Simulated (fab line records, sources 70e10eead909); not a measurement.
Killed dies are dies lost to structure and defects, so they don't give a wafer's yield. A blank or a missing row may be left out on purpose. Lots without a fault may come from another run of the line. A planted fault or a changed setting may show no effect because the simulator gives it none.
fab line records | flow nand_harc
record lots=24 wafers=72 last_day=33
route steps=1302 shown A_CONTACT@1051 A_BLC@1131 A_M0@1152
lots that met no fault: from a run of the same line without faults
start_h: hours from the record's first day to the start of the lot's first wafer shown | wait_h: hours since the lot's step before | " the same as in the row above | L1.1+2: a row that stands for several wafers | - no value, or no start given | * or withheld: withheld | < > ~ a bound
route shown NAME@n: a module of which the file shows steps, and the number in the route of the first | usual: mean/standard deviation of fault-free wafers | same: alike in all rows | chamber/n: place in a boat | sites: the reading at each site | _std_site: their standard deviation | _edge_site: outer sites' mean less inner sites' | radius_mm: how far each site lies from the wafer's centre | mask NAME#n: copy n | behind: the tool/chamber that last shaped the wafer | hold: why the lot was held/for how many hours/how that ended | device: the transistor (n, p or np) that didn't switch | end of line: the same wafers' tests at the end of the route | a step without rows: its recipe alone | killed: dies lost to structure and defects at the first sort, not the wafer's yield | map: a wafer's dies, x killed, . not, _ none there
set.NAME: the setting as run; set.NAME@STEP: as run at that earlier step | model.NAME: the simulator's own value behind a step, which no gauge read
steps of the route over a sample of lots; a table a step, a row a wafer
services: from which hour (start_h, from the record's first day; less than 0 if before it) a tool's chamber was out of use, for how many hours, and why
## steps
# step NHARC_A_CONTACT_ETCH_128
# recipe source_w=withheld pressure_mtorr=20 bias_v=3000 time_s=197 target_depth_a=19180 ar_flow_sccm=withheld c4f8_flow_sccm=withheld o2_flow_sccm=withheld chemistry=C4F8/O2/Ar
# columns lot.wafer tool chamber start_h wait_h rf_hours_counter_h
L074.1 har_cap_etch-02 0 499.84 0.1 84
L074.2 " 1 " " 84
L074.5 " 0 " " -
L076.1 har_cap_etch-02 1 514.25 0.1 90
L076.3 " 1 " " -
L076.6 " 0 " " -
L075.1 har_cap_etch-01 1 516.56 0.1 1
L075.2 " 0 " " 1
L075.5 " 1 " " -
L077.2 har_cap_etch-01 1 538.76 0.1 5
L077.1 " 0 " " 5
L077.5 " 1 " " -
L079.3 har_cap_etch-03 0 542.06 0.1 -
L079.4 " 1 " " -
L079.6 " 0 " " -
L078.4 har_cap_etch-01 1 547.70 0.1 -
L078.5 " 0 " " -
L078.6 " 1 " " -
L082.2 har_cap_etch-01 1 571.44 0.1 11
L082.4 " 1 " " -
L082.6 " 0 " " -
L081.2 har_cap_etch-03 0 574.70 0.1 56
L081.4 " 0 " " -
L081.5 " 0 " " -
L080.2 har_cap_etch-02 1 577.70 0.1 100
L080.4 " 0 " " -
L080.5 " 1 " " -
L084.2 har_cap_etch-01 0 599.73 0.1 16
L084.1 " 1 " " 16
L084.3 " 0 " " -
L083.2 har_cap_etch-03 0 602.56 0.1 61
L083.3 " 0 " " -
L083.5 " 1 " " -
L085.1 har_cap_etch-02 1 605.77 0.1 106
L085.3 " 0 " " -
L085.6 " 1 " " -
L086.2 har_cap_etch-01 1 620.23 0.1 20
L086.4 " 0 " " -
L086.6 " 0 " " -
L087.1 har_cap_etch-01 1 633.30 0.1 22
L087.2 " 0 " " 22
L087.6 " 1 " " -
L088.3 har_cap_etch-01 0 649.56 0.1 -
L088.5 " 0 " " -
L088.6 " 1 " " -
L089.2 har_cap_etch-02 0 651.40 0.1 113
L089.4 " 0 " " -
L089.5 " 0 " " -
L090.2 har_cap_etch-02 0 665.09 0.1 116
L090.1 " 1 " " 116
L090.3 " 1 " " -
L091.2 har_cap_etch-03 0 665.59 0.2 73
L091.3 " 1 " " -
L091.6 " 1 " " -
L092.1 har_cap_etch-01 0 675.90 0.1 31
L092.3 " 0 " " -
L092.5 " 1 " " -
L093.3 har_cap_etch-02 0 688.97 0.1 -
L093.5 " 1 " " -
L093.6 " 0 " " -
L094.1 har_cap_etch-01 0 697.96 0.1 37
L094.4 " 1 " " -
L094.5 " 0 " " -
L095.1 har_cap_etch-02 1 718.60 0.1 123
L095.4 " 0 " " -
L095.5 " 1 " " -
L096.4 har_cap_etch-03 0 720.46 0.1 -
L096.5 " 1 " " -
L096.6 " 0 " " -
L097.1 har_cap_etch-03 0 740.09 0.1 85
L097.3 " 1 " " -
L097.4 " 0 " " -
# step NHARC_A_CONTACT_ETCH_97
# recipe target_depth_a=200 over_etch_frac=0.5 time_s=10 ion_energy_ev=250 c4f6_flow_sccm=25 o2_flow_sccm=20 ar_flow_sccm=500 rf_w=600 bias_w=500 chemistry=C4F6/O2
# usual drypump_motor_current_A=5.8/0.53 oes_product_au=0.956/0.024 rf_vpp_V=546.0/2.7 showerhead_plenum_p_Torr=3.88/0.13 throttle_valve_pct=26.903/0.0088
# columns lot.wafer tool chamber start_h wait_h drypump_motor_current_A oes_product_au rf_hours_counter_h rf_vpp_V showerhead_plenum_p_Torr throttle_valve_pct
L074.1 rie_diel-06 3 - - 6.5 0.974 1 549.7 4.00 26.899
L074.2 " 0 " " 5.0 0.967 1 545.9 3.90 26.891
L074.5 " 2 " " 5.6 0.955 - 541.8 3.72 26.894
L076.3 rie_diel-13 3 - - 6.2 0.954 57 547.3 3.85 26.910
L076.1 " 0 " " 5.4 0.956 55 547.1 3.94 26.890
L076.6 " 2 " " 5.9 0.952 - 544.5 3.81 26.903
L075.1 rie_diel-06 3 - - 6.5 0.946 5 549.2 4.00 26.894
L075.2 " 1 " " 6.2 0.946 5 550.0 4.10 26.903
L075.5 " 0 " " 5.0 0.934 - 545.6 3.89 26.901
L077.2 rie_diel-13 3 - - 6.3 0.980 1 545.7 3.85 26.917
L077.1 " 2 " " 5.9 0.989 6 543.6 3.80 26.897
L077.5 " 3 " " 6.3 0.986 - 546.5 3.85 26.900
L079.3 rie_diel-06 3 - - 6.5 0.935 10 549.4 3.99 26.907
L079.4 " 0 " " 5.0 0.934 10 546.7 3.89 26.914
L079.6 " 3 " " 6.5 0.944 - 548.2 3.99 26.910
L078.4 rie_diel-01 2 - - 5.3 0.958 49 545.5 3.89 26.902
L078.6 " 3 " " 5.7 0.950 - 543.3 3.83 26.910
L078.5 " 0 " " 6.3 0.961 - 544.0 3.76 26.901
L082.4 rie_diel-06 0 - - 5.0 0.951 16 546.0 3.89 26.909
L082.2 " 1 " " 6.3 0.934 16 550.1 4.09 26.910
L082.6 " 1 " " 6.2 0.935 - 550.6 4.09 26.888
L081.2 rie_diel-06 0 - - 5.0 0.929 16 544.2 3.89 26.902
L081.4 " 3 " " 6.5 0.930 15 548.3 3.99 26.904
L081.5 " 1 " " 6.2 0.951 - 548.9 4.09 26.906
L080.2 rie_diel-06 2 - - 5.6 0.937 16 541.7 3.71 26.903
L080.4 " 0 " " 5.0 0.956 17 547.6 3.89 26.903
L080.5 " 2 " " 5.6 0.923 - 543.3 3.71 26.903
L084.2 rie_diel-06 2 - - 5.6 1.000 18 543.1 3.71 26.903
L084.3 " 3 " " 6.5 0.952 21 547.3 3.99 26.924
L084.1 " 1 " " 6.2 0.941 22 549.5 4.09 26.894
L083.2 rie_diel-13 1 - - 5.7 0.967 22 544.8 3.79 26.907
L083.3 " 0 " " 5.4 0.942 31 547.7 3.92 26.904
L083.5 " 1 " " 5.7 0.967 - 542.8 3.79 26.897
L085.1 rie_diel-06 3 - - 6.5 0.965 22 547.7 3.98 26.906
L085.3 " 1 " " 6.2 0.960 23 550.6 4.09 26.922
L085.6 " 2 " " 5.6 0.946 - 541.5 3.71 26.885
L086.2 rie_diel-01 3 - - 5.6 1.048 18 544.8 3.82 26.917
L086.4 " 0 " " 6.3 1.019 17 543.3 3.75 26.892
L086.6 " 3 " " 5.6 1.033 - 545.6 3.82 26.907
L087.2 rie_diel-06 2 - - 5.6 0.948 24 540.8 3.70 26.902
L087.1 " 3 " " 6.5 0.949 27 550.1 3.98 26.914
L087.6 " 1 " " 6.2 0.937 - 548.6 4.09 26.901
L088.3 rie_diel-01 3 - - 5.6 0.974 28 544.7 3.81 26.896
L088.6 " 3 " " 5.6 0.980 - 545.5 3.81 26.893
L088.5 " 0 " " 6.4 0.963 - 542.4 3.75 26.904
L089.4 rie_diel-06 3 - - 6.5 0.941 31 547.4 3.98 26.903
L089.2 " 1 " " 6.2 0.948 31 550.3 4.08 26.898
L089.5 " 0 " " 5.0 0.945 - 545.5 3.88 26.912
L090.3 rie_diel-01 3 - - 5.7 0.977 32 544.0 3.81 26.917
L090.2 " 0 " " 6.3 0.965 31 543.0 3.74 26.904
L090.1 " 2 " " 5.3 0.933 32 546.4 3.87 26.900
L091.3 rie_diel-13 1 - - 5.7 0.971 43 542.6 3.78 26.893
L091.2 " 0 " " 5.4 0.970 53 547.0 3.90 26.892
L091.6 " 2 " " 5.9 0.940 - 544.8 3.78 26.877
L092.1 rie_diel-01 2 677.71 0.1 5.3 0.981 37 545.3 3.87 26.898
L092.3 " 3 " " 5.6 1.031 38 545.8 3.81 26.886
L092.5 " 0 " " 6.3 1.023 - 541.7 3.74 26.899
L093.3 rie_diel-06 1 - - 6.2 0.957 4 549.3 4.08 26.905
L093.6 " 1 " " 6.2 0.949 - 548.8 4.08 26.901
L093.5 " 2 " " 5.6 0.974 - 542.2 3.70 26.904
L094.1 rie_diel-06 2 - - 5.6 0.947 5 541.3 3.70 26.920
L094.4 " 0 " " 5.0 0.944 5 547.4 3.88 26.894
L094.5 " 3 " " 6.5 0.940 - 548.0 3.98 26.898
L095.1 rie_diel-06 0 - - 5.0 0.952 10 545.7 3.87 26.908
L095.4 " 1 " " 6.2 0.943 10 550.4 4.08 26.890
L095.5 " 1 " " 6.2 0.940 - 548.8 4.08 26.891
L096.4 rie_diel-06 2 - - 5.6 0.943 11 542.5 3.69 26.892
L096.6 " 1 " " 6.3 0.954 - 550.9 4.08 26.919
L096.5 " 2 " " 5.6 0.955 - 542.5 3.69 26.905
L097.3 rie_diel-06 3 - - 6.5 0.946 13 549.2 3.97 26.906
L097.1 " 0 " " 5.0 0.959 13 546.4 3.87 26.905
L097.4 " 1 " " 6.3 0.959 13 550.4 4.08 26.902
# step NHARC_A_BLC_ALD_23
# recipe target_thk_a=30 pulse_time_s=1 ald_cycles=150 temp_c=450 material=TiN
# usual heater_power_w=1118/110 precursor_pulse_height_rel=1.002/0.021
# columns lot.wafer tool chamber start_h wait_h heater_power_w precursor_pulse_height_rel
L074.1 ald_metal-03 2 514.24 0.1 1224 1.009
L074.2 " 0 " " 1400 1.010
L074.5 " 3 " " 1173 1.033
L076.3 ald_metal-02 1 529.84 - 1076 0.977
L076.1 " 2 " " 1089 0.971
L076.6 " 0 " " 1067 0.998
L075.1 ald_metal-03 2 530.89 - 1222 0.956
L075.2 " 3 " " 1166 1.001
L075.5 " 3 " " 1198 0.967
L077.2 ald_metal-02 3 552.90 - 1078 0.955
L077.1 " 1 " " 1056 0.988
L077.5 " 0 " " 1107 0.990
L079.3 ald_metal-01 0 559.93 - 1062 0.995
L079.4 " 2 " " 1015 1.010
L079.6 " 0 " " 1050 0.995
L078.4 ald_metal-02 1 563.96 - 1098 1.002
L078.5 " 2 " " 1090 1.043
L078.6 " 3 " " 1066 1.025
L082.4 ald_metal-03 3 585.31 - 1162 1.023
L082.2 " 2 " " 1137 1.015
L082.6 " 0 " " 1429 0.976
L081.2 ald_metal-01 3 589.30 - 1019 0.993
L081.4 " 2 " " 1034 0.987
L081.5 " 3 " " 984 1.003
L080.2 ald_metal-03 3 592.44 - 1161 0.980
L080.4 " 1 " " 1313 1.021
L080.5 " 3 " " 1124 0.976
L084.2 ald_metal-01 2 615.43 - 1021 1.000
L084.3 " 3 " " 998 1.000
L084.1 " 0 " " 1070 1.000
L083.3 ald_metal-02 0 620.16 - 1100 1.008
L083.2 " 3 " " 1091 0.981
L083.5 " 1 " " 998 0.989
L085.3 ald_metal-01 0 622.68 - 1056 1.003
L085.1 " 1 " " 1121 0.993
L085.6 " 3 " " 964 1.000
L086.4 ald_metal-02 1 634.13 - 1019 1.019
L086.2 " 3 " " 1098 0.972
L086.6 " 1 " " 1006 1.023
L087.2 ald_metal-02 1 647.21 - 1005 0.988
L087.1 " 2 " " 1133 1.021
L087.6 " 0 " " 1128 1.013
L088.3 ald_metal-02 2 663.32 - 1116 1.013
L088.5 " 0 " " 1089 0.985
L088.6 " 1 " " 1013 1.006
L089.4 ald_metal-03 2 665.67 - 1139 1.018
L089.2 " 3 " " 1199 0.996
L089.5 " 3 " " 1166 1.009
L091.3 ald_metal-02 1 685.63 - 999 1.006
L091.2 " 3 " " 1105 1.023
L091.6 " 0 " " 1116 1.014
L090.1 ald_metal-01 0 685.93 - 1080 1.016
L090.2 " 1 " " 1094 1.005
L090.3 " 3 " " 990 1.008
L092.3 ald_metal-02 2 689.58 - 1124 0.973
L092.1 " 3 " " 1112 1.003
L092.5 " 1 " " 1000 1.016
L093.3 ald_metal-03 2 703.12 - 1132 1.005
L093.5 " 1 " " 1286 1.019
L093.6 " 2 " " 1175 0.992
L094.1 ald_metal-03 2 711.76 - 1159 0.983
L094.4 " 3 " " 1183 0.977
L094.5 " 2 " " 1179 0.957
L095.1 ald_metal-01 3 732.66 - 990 1.029
L095.4 " 1 " " 1057 0.972
L095.5 " 2 " " 1048 0.969
L096.4 ald_metal-02 1 734.54 - 1022 0.979
L096.6 " 3 " " 1110 0.987
L096.5 " 0 " " 1121 1.008
L097.4 ald_metal-01 1 757.45 - 1096 0.991
L097.1 " 2 " " 1060 1.045
L097.3 " 3 " " 990 1.015
# step NHARC_A_BLC_INSPECT_28
# usual raw_defect_count=536/140
# columns lot.wafer tool chamber start_h wait_h raw_defect_count
L074.1 defect_inspect-02 - 515.37 0.1 626
L074.2 " - " " 816
L074.5 " - " " 542
L076.1 defect_inspect-02 - 530.97 0.1 481
L076.3 " - " " 381
L076.6 " - " " 450
L075.1 defect_inspect-01 - 532.02 0.1 654
L075.2 " - " " 467
L075.5 " - " " 500
L077.1 defect_inspect-02 - 554.06 0.1 465
L077.2 " - " " 571
L077.5 " - " " 462
L079.3 defect_inspect-02 - 561.04 0.1 586
L079.4 " - " " 452
L079.6 " - " " 530
L078.4 defect_inspect-02 - 565.04 0.1 432
L078.5 " - " " 492
L078.6 " - " " 608
L082.2 defect_inspect-02 - 586.47 0.1 482
L082.4 " - " " 423
L082.6 " - " " 380
L081.2 defect_inspect-01 - 590.46 0.1 543
L081.4 " - " " 474
L081.5 " - " " 611
L080.2 defect_inspect-02 - 593.54 0.1 567
L080.4 " - " " 622
L080.5 " - " " 739
L084.1 defect_inspect-01 - 616.56 0.1 544
L084.2 " - " " 440
L084.3 " - " " 373
L083.2 defect_inspect-01 - 621.30 0.1 650
L083.3 " - " " 497
L083.5 " - " " 491
L085.1 defect_inspect-01 - 623.80 0.1 560
L085.3 " - " " 1074
L085.6 " - " " 784
L086.2 defect_inspect-01 - 635.24 0.1 423
L086.4 " - " " 342
L086.6 " - " " 469
L087.1 defect_inspect-01 - 648.29 0.1 562
L087.2 " - " " 458
L087.6 " - " " 521
L088.3 defect_inspect-02 - 664.42 0.1 434
L088.5 " - " " 431
L088.6 " - " " 380
L089.2 defect_inspect-01 - 666.83 0.1 558
L089.4 " - " " 550
L089.5 " - " " 423
L091.2 defect_inspect-01 - 686.74 0.1 397
L091.3 " - " " 514
L091.6 " - " " 551
L090.1 defect_inspect-01 - 687.17 0.1 593
L090.2 " - " " 575
L090.3 " - " " 519
L092.1 defect_inspect-01 - 690.69 0.1 493
L092.3 " - " " 403
L092.5 " - " " 422
L093.3 defect_inspect-02 - 704.24 0.1 645
L093.5 " - " " 542
L093.6 " - " " 499
L094.1 defect_inspect-01 - 712.89 0.1 367
L094.4 " - " " 323
L094.5 " - " " 359
L095.1 defect_inspect-02 - 733.80 0.1 634
L095.4 " - " " 525
L095.5 " - " " 557
L096.4 defect_inspect-02 - 735.64 0.1 431
L096.5 " - " " 397
L096.6 " - " " 435
L097.1 defect_inspect-01 - 758.56 0.1 982
L097.3 " - " " 1295
L097.4 " - " " 696
# step NHARC_A_M0_ETCH_15
# recipe target_depth_a=1500 overetch_a=150 time_s=82.5 c4f8_flow_sccm=withheld ar_flow_sccm=400 rf_w=600 bias_w=300 chemistry=C4F8/Ar
# usual oes_product_au=0.956/0.021 rf_vpp_V=439.7/2.1
# columns lot.wafer tool chamber start_h wait_h oes_product_au rf_hours_counter_h rf_vpp_V
L074.2 rie_diel-08 0 - - 0.948 6.1 437.6
L074.1 " 2 " " 0.961 6.5 437.5
L074.5 " 1 " " 0.974 - 439.8
L076.3 rie_diel-08 3 - - 0.916 6.0 439.2
L076.1 " 1 " " 0.929 7.2 440.6
L076.6 " 3 " " 0.930 - 438.5
L075.1 rie_diel-08 0 - - 0.979 6.8 440.2
L075.2 " 1 " " 0.992 7.3 439.7
L075.5 " 0 " " 0.972 - 440.0
L077.2 rie_diel-10 3 - - 0.970 8.0 441.8
L077.1 " 0 " " 0.934 9.1 442.5
L077.5 " 0 " " 0.927 - 441.3
L079.3 rie_diel-04 1 - - 0.978 0.8 443.1
L079.4 " 2 " " 0.972 1.2 435.9
L079.6 " 3 " " 0.984 - 443.6
L078.4 rie_diel-10 2 - - 0.942 9.1 439.2
L078.6 " 2 " " 0.947 - 439.3
L078.5 " 3 " " 0.982 - 441.6
L082.2 rie_diel-08 2 - - 0.955 1.5 437.4
L082.4 " 3 " " 0.937 1.2 440.8
L082.6 " 2 " " 0.949 - 437.2
L081.2 rie_diel-10 2 - - 0.911 10.3 438.6
L081.4 " 3 " " 0.937 9.2 442.9
L081.5 " 0 " " 0.919 - 441.4
L080.2 rie_diel-10 1 - - 0.961 10.3 434.9
L080.4 " 1 " " 0.961 - 436.8
L080.5 " 0 " " 0.950 - 441.3
L084.1 rie_diel-10 2 - - 0.991 2.0 440.5
L084.3 " 3 " " 0.992 1.5 443.9
L084.2 " 0 " " 0.967 2.2 441.7
L083.2 rie_diel-08 1 - - 0.970 3.0 440.5
L083.3 " 0 " " 0.979 2.6 439.4
L083.5 " 1 " " 0.977 - 439.4
L085.3 rie_diel-10 0 - - 0.983 3.4 441.1
L085.1 " 2 " " 0.956 3.0 440.4
L085.6 " 0 " " 0.973 - 442.0
L086.4 rie_diel-10 3 - - 0.971 3.2 442.8
L086.2 " 1 " " 0.941 3.6 436.4
L086.6 " 3 " " 0.971 - 441.6
L087.2 rie_diel-08 0 - - 0.971 3.9 438.1
L087.1 " 2 " " 0.942 4.0 438.0
L087.6 " 0 " " 0.974 - 438.5
L088.3 rie_diel-08 1 - - 0.941 4.9 439.6
L088.5 " 2 " " 0.954 - 436.3
L088.6 " 3 " " 0.963 - 439.1
L089.2 rie_diel-10 3 - - 0.974 3.9 441.9
L089.4 " 1 " " 0.949 4.3 437.4
L089.5 " 2 " " 0.956 - 440.5
L091.3 rie_diel-08 2 - - 0.916 6.0 436.4
L091.2 " 0 " " 0.912 6.4 438.9
L091.6 " 3 " " 0.918 - 439.5
L090.2 rie_diel-08 3 - - 0.962 6.1 440.0
L090.3 " 0 " " 0.954 6.4 438.3
L090.1 " 2 " " 0.956 6.0 436.4
L092.1 rie_diel-04 2 - - 0.943 9.5 435.9
L092.3 " 0 " " 0.975 9.6 438.6
L092.5 " 3 " " 0.970 - 443.0
L093.3 rie_diel-10 2 - - 0.918 6.5 439.1
L093.5 " 2 " " 0.905 - 440.4
L093.6 " 3 " " 0.931 - 441.9
L094.1 rie_diel-08 2 - - 0.962 7.6 436.9
L094.4 " 1 " " 0.958 7.6 439.8
L094.5 " 2 " " 0.964 - 438.7
L095.1 rie_diel-10 3 - - 0.989 7.0 441.1
L095.4 " 0 " " 0.971 6.3 440.8
L095.5 " 0 " " 0.968 - 440.4
L096.5 rie_diel-10 0 - - 0.966 - 442.0
L096.6 " 1 " " 0.956 - 438.3
L096.4 " 3 " " 0.966 - 442.8
L097.4 rie_diel-04 2 - - 0.960 2.9 437.8
L097.3 " 3 " " 0.991 2.3 442.7
L097.1 " 0 " " 0.994 2.0 439.5
# step NHARC_A_M0_CD_MEAS_16
# usual cd_nm=80.4/1
# columns lot.wafer tool chamber start_h wait_h cd_nm
L074.1 cd_sem-02 - 516.76 - 79.8
L074.2 " - " " 80.0
L074.5 " - " " 79.7
L076.1 cd_sem-02 - 532.35 - 80.9
L076.3 " - " " 78.9
L076.6 " - " " 80.1
L075.1 cd_sem-01 - 533.28 - 80.2
L075.2 " - " " 82.1
L075.5 " - " " 81.1
L077.1 cd_sem-02 - 555.44 - 79.7
L077.2 " - " " 79.7
L077.5 " - " " 78.8
L079.3 cd_sem-02 - 562.44 - 80.3
L079.4 " - " " 80.6
L079.6 " - " " 79.7
L078.4 cd_sem-01 - 566.44 - 81.3
L078.5 " - " " 80.8
L078.6 " - " " 80.7
L082.2 cd_sem-01 - 587.85 - 79.4
L082.4 " - " " 79.3
L082.6 " - " " 81.1
L081.2 cd_sem-02 - 592.00 - 79.7
L081.4 " - " " 78.3
L081.5 " - " " 79.3
L080.2 cd_sem-03 - 594.98 - 79.3
L080.4 " - " " 79.8
L080.5 " - " " 79.2
L084.1 cd_sem-01 - 617.83 - 81.9
L084.2 " - " " 81.8
L084.3 " - " " 82.6
L083.2 cd_sem-03 - 622.69 - 82.0
L083.3 " - " " 83.3
L083.5 " - " " 82.9
L085.1 cd_sem-03 - 625.18 - 81.1
L085.3 " - " " 81.2
L085.6 " - " " 80.4
L086.2 cd_sem-02 - 636.63 - 80.2
L086.4 " - " " 80.4
L086.6 " - " " 80.5
L087.1 cd_sem-03 - 649.82 - 78.6
L087.2 " - " " 82.0
L087.6 " - " " 80.6
L088.3 cd_sem-02 - 665.68 - 81.3
L088.5 " - " " 80.6
L088.6 " - " " 80.2
L089.2 cd_sem-03 - 668.21 - 81.4
L089.4 " - " " 80.5
L089.5 " - " " 79.2
L091.2 cd_sem-02 - 688.13 - 81.5
L091.3 " - " " 81.4
L091.6 " - " " 80.1
L090.1 cd_sem-02 - 688.56 - 80.3
L090.2 " - " " 80.8
L090.3 " - " " 79.5
L092.1 cd_sem-03 - 691.99 - 79.7
L092.3 " - " " 80.3
L092.5 " - " " 78.7
L093.3 cd_sem-02 - 705.63 - 80.2
L093.5 " - " " 79.6
L093.6 " - " " 81.3
L094.1 cd_sem-03 - 714.28 - 82.4
L094.4 " - " " 80.6
L094.5 " - " " 80.9
L095.1 cd_sem-02 - 735.18 - 80.2
L095.4 " - " " 80.5
L095.5 " - " " 82.0
L096.4 cd_sem-02 - 737.07 - 79.3
L096.5 " - " " 79.6
L096.6 " - " " 80.5
L097.1 cd_sem-01 - 759.95 - 81.1
L097.3 " - " " 78.1
L097.4 " - " " 79.1
## services
# columns tool chamber start_h hours kind
rie_diel-10 3 484.03 7.7 repair
rie_diel-06 - 484.24 9.0 pm
ald_metal-02 0 492.58 3.3 repair
ald_metal-02 3 492.86 4.4 repair
har_cap_etch-01 - 497.00 17.0 pm
har_cap_etch-02 - 515.90 0.5 repair
ald_metal-01 - 526.00 10.0 pm
ald_metal-03 1 540.79 5.3 repair
rie_diel-08 - 544.85 9.0 pm
rie_diel-10 0 570.28 1.5 repair
rie_diel-06 2 586.16 8.3 repair
rie_diel-10 2 592.47 8.4 repair
ald_metal-02 1 594.58 8.8 repair
rie_diel-10 - 596.50 9.0 pm
ald_metal-02 - 610.00 10.0 pm
rie_diel-10 - 620.45 0.6 repair
har_cap_etch-01 - 624.35 0.1 repair
rie_diel-06 - 661.24 9.0 pm
rie_diel-08 - 721.85 9.0 pm
ald_metal-02 0 734.85 5.2 repair
rie_diel-10 2 736.33 5.9 repair
har_cap_etch-01 - 742.47 0.1 repair
har_cap_etch-02 - 754.00 17.0 pm
ald_metal-02 3 754.67 37.6 repair
## key
fault none
